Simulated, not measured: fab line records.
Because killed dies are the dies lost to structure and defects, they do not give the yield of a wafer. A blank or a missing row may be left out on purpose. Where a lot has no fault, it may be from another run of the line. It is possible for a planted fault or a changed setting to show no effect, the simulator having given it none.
Which tool did it? :: flow nand_harc :: 18 wafers from 6 lots sampled at 5 of the route's 1159 steps

== WHAT THE GAUGES READ, wafer by wafer ==
NHARC_END_SORT_01.
lot: L772
measured: day 19 03:37
on: prober-02
killed_at_array: 19 17 12

lot: L777
measured: day 19 15:57
on: prober-02
killed_at_array: 20 16 17

lot: L776
measured: day 19 19:08
on: prober-01
killed_at_array: 22 25 27

lot: L780
measured: day 21 17:50
on: prober-01
killed_at_array: 23 24 21

lot: L785
measured: day 22 10:40
on: prober-01
killed_at_array: 107 21 110

lot: L793
measured: day 24 23:00
on: prober-02
killed_at_array: 39 43 38

== EACH LOT AND THE TOOL THAT RAN IT (in order: tool; ch and the chambers of the sampled wafers; start) ==
lot: L772
NHARC_A_CHANNEL_FILL_D1_ETCHBACK_19: rie_si-03 ch 0,1,2, day 9 23:24
NHARC_THIN_TSV_DESCUM_35: rie_diel-11 ch 0,1,2, day 18 19:37
NHARC_THIN_TSV_ETCH_59: rie_metal-03 ch 0,1, day 18 19:44
NHARC_THIN_TSV_STRIP_56: plasma_asher-01 ch 0,1, day 18 20:06

lot: L777
NHARC_A_CHANNEL_FILL_D1_ETCHBACK_19: rie_si-04 ch 2,3, day 10 08:24
NHARC_THIN_TSV_DESCUM_35: rie_diel-04 ch 1,3, day 19 07:10
NHARC_THIN_TSV_ETCH_59: rie_metal-02 ch 0,1, day 19 07:17
NHARC_THIN_TSV_STRIP_56: plasma_asher-02 ch 0,1, day 19 07:38

lot: L776
NHARC_A_CHANNEL_FILL_D1_ETCHBACK_19: rie_si-02 ch 0,1, day 10 13:34
NHARC_THIN_TSV_DESCUM_35: rie_diel-07 ch 2,3, day 19 09:29
NHARC_THIN_TSV_ETCH_59: rie_metal-02 ch 0,1, day 19 09:37
NHARC_THIN_TSV_STRIP_56: plasma_asher-02 ch 0,1, day 19 09:58

lot: L780
NHARC_A_CHANNEL_FILL_D1_ETCHBACK_19: rie_si-02 ch 1,2,3, day 11 22:16
NHARC_THIN_TSV_DESCUM_35: rie_diel-04 ch 0,2,3, day 21 07:40
NHARC_THIN_TSV_ETCH_59: rie_metal-01 ch 0,1, day 21 07:47
NHARC_THIN_TSV_STRIP_56: plasma_asher-01 ch 0,1, day 21 08:08

lot: L785
NHARC_A_CHANNEL_FILL_D1_ETCHBACK_19: rie_si-02 ch 0,1, day 12 23:23
NHARC_THIN_TSV_DESCUM_35: rie_diel-07 ch 2,3, day 21 23:40
NHARC_THIN_TSV_ETCH_59: rie_metal-02 ch 0,1, day 21 23:55
NHARC_THIN_TSV_STRIP_56: plasma_asher-02 ch 0,1, day 22 00:15

lot: L793
NHARC_A_CHANNEL_FILL_D1_ETCHBACK_19: rie_si-04 ch 0,1,3, day 14 18:41
NHARC_THIN_TSV_DESCUM_35: rie_diel-04 ch 0,1,3, day 24 07:10
NHARC_THIN_TSV_ETCH_59: rie_metal-01 ch 0,1, day 24 07:17
NHARC_THIN_TSV_STRIP_56: plasma_asher-02 ch 0,1, day 24 07:39
- NHARC_A_CHANNEL_FILL_D1_ETCHBACK_19: etches the open film in HBr/Cl2, target depth 5 nm, time 1.7 s.
- NHARC_THIN_TSV_DESCUM_35: chemistry O2, time 3 s.
- NHARC_THIN_TSV_ETCH_59: etches the open film in Cl2/BCl3, target depth 880 nm, time 138.1 s.
- NHARC_THIN_TSV_STRIP_56: strips in O2.

== THE ANSWER, worked out from the rows above alone ==
Rule: usual is defined by the lots themselves. The widest of any qualifying gaps counts: lots, ordered by their means at a reading, are off when they make up no more than a third of the lots, leave a main group of 4 or more, and stand apart from it by 3 or more times the standard deviation of that group's means. Not used: any main group whose means are identical at the precision the tables above print for the reading. Also off: a lot with no number at a reading for which 4 or more lots have one. Any other lot the step has rows for is counted as sound.
Off: L785, at NHARC_END_SORT_01 (killed_at_array). The main group: mean 24, standard deviation 8.5.
If a tool, at a process step before that reading, ran all the lots that are off and no sound lot after the first of them, it fits. The gauges at NHARC_END_SORT_01 are tried like those tools. Can't be told from this: 4 tools fit, rie_si-02 at NHARC_A_CHANNEL_FILL_D1_ETCHBACK_19, rie_diel-07 at NHARC_THIN_TSV_DESCUM_35, rie_metal-02 at NHARC_THIN_TSV_ETCH_59, prober-01 at NHARC_END_SORT_01.

== WHAT THE SIMULATOR HAD INSERTED ==
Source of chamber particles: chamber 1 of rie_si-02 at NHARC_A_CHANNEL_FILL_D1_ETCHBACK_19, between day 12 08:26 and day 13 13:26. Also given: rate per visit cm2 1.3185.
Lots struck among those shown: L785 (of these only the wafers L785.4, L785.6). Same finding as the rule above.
